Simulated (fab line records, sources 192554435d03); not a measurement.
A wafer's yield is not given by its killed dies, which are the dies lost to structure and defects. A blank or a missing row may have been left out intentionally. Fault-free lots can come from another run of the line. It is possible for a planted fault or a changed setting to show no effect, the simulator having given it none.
Split-lot experiment    flow n5Finfet    7 lots, 39 wafers read, on a route of 1938 steps

== ABOUT THE SPLIT ==
At N5_BEOL_M14_DEP_53 (deposits SiCN from 3MS/NH3, target thk 50 nm, time 17.8 s), the setting targetThkA was moved away from the recipe's 500 angstrom on 15 of the 39 wafers read, by -53.9% to +58.8%. All remaining wafers had this setting at the recipe value.

The split's own step is where the reading is taken.

== THE READING ==
SiCN_of_BEOL_M14_DEP_53.thkNm (the simulator's own value, which no gauge read), in nm, at N5_BEOL_M14_DEP_53 (deposits SiCN from 3MS/NH3, target thk 50 nm, time 17.8 s). The file gives no usual value for it. The 24 wafers here that ran the recipe average 50.1 nm, standard deviation 0.75 nm.

wafer   tool, chamber at the split  targetThkA as run, angstrom  against the recipe  SiCN_of_BEOL_M14_DEP_53.thkNm, nm  against lot-mates on the recipe
L074.1  pecvd-04, 0                 710.8                        +42.2%              70.4                               +20.1
L074.2  pecvd-04, 2                 710.8                        +42.2%              70.6                               +20.3
L074.3  pecvd-04, 1                 500                          recipe              49.8                               -
L074.4  pecvd-04, 1                 500                          recipe              50.8                               -
L074.5  pecvd-04, 2                 710.8                        +42.2%              71.4                               +21.1
L074.6  pecvd-04, 0                 500                          recipe              50.4                               -
L083.1  pecvd-04, 2                 671.2                        +34.2%              65.8                               +16.3
L083.2  pecvd-04, 0                 671.2                        +34.2%              65.4                               +15.9
L083.3  pecvd-04, 1                 500                          recipe              49                                 -
L083.4  pecvd-04, 2                 671.2                        +34.2%              66.8                               +17.3
L083.5  pecvd-04, 0                 500                          recipe              50                                 -
L083.6  pecvd-04, 1                 500                          recipe              49.4                               -
L084.1  pecvd-03, 1                 793.8                        +58.8%              78.8                               +29.0
L084.2  pecvd-03, 0                 793.8                        +58.8%              79.2                               +29.4
L084.3  pecvd-03, 2                 500                          recipe              49.4                               -
L084.5  pecvd-03, 2                 500                          recipe              49.4                               -
L084.4  pecvd-03, 0                 793.8                        +58.8%              80.6                               +30.8
L084.6  pecvd-03, 1                 500                          recipe              50.6                               -
L086.1  pecvd-04, 2,1               230.5                        -53.9%              22.6                               -27.2
L086.4  pecvd-04, 2,1               230.5                        -53.9%              22.6                               -27.2
L086.2  pecvd-04, 0                 230.5                        -53.9%              22.4                               -27.4
L086.3  pecvd-04, 1                 500                          recipe              48.6                               -
L086.5  pecvd-04, 0                 500                          recipe              50.2                               -
L086.6  pecvd-04, 2                 500                          recipe              50.6                               -
L091.1  pecvd-03, 0,2               500                          recipe              49.8                               -
L091.5  pecvd-03, 0,2               500                          recipe              49.8                               -
L091.2  pecvd-03, 2                 301.8                        -39.6%              29.8                               -20.5
L091.3  pecvd-03, 0                 301.8                        -39.6%              31                                 -19.3
L091.4  pecvd-03, 2                 301.8                        -39.6%              30.2                               -20.1
L091.6  pecvd-03, 0                 500                          recipe              51.2                               -
L088.1  pecvd-03, 2                 500                          recipe              49.2                               -
L088.2  pecvd-03, 0                 500                          recipe              50.2                               -
L088.3  pecvd-03, 0                 500                          recipe              51.4                               -
L088.4  pecvd-03, 2                 500                          recipe              49.8                               -
L088.5  pecvd-03, 2                 500                          recipe              49.6                               -
L088.6  pecvd-03, 0                 500                          recipe              51.6                               -
L094.4  pecvd-03, 0                 500                          recipe              50.6                               -
L094.5  pecvd-03, 0                 500                          recipe              51                                 -
L094.6  pecvd-03, 2                 500                          recipe              50                                 -
If several chambers appear in one row, that row covers several wafers at once and the file leaves open which wafer was in which chamber.

THE FIT
A straight line over all 39 wafers: SiCN_of_BEOL_M14_DEP_53.thkNm changes by +0.498 nm for each +1% of targetThkA; r = +1.00; the points scatter about the line by 0.78 nm.
The same after taking each lot's own level away (the mean of its wafers on the recipe; 39 wafers): +0.5 nm for each +1%; r = +1.00; scatter 0.69 nm.
Per that fit: largest targetThkA move, reading shift of 29 nm.
The lots' own levels span 49.47 to 50.53 nm, that is 1.4 times the standard deviation above.
The two slopes agree, so the slope changes little with the lot-to-lot level.
Check: with one of the wafers moved furthest among these (+58.8%) left out of the fit, the line predicts +29.3 nm for it against its lot-mates. Against them it came out at +29 nm.

== THE FILE'S OWN FIT ==
SiCN_of_BEOL_M14_DEP_53.thkNm changes by +0.5 nm for each +1% of targetThkA, r = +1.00.
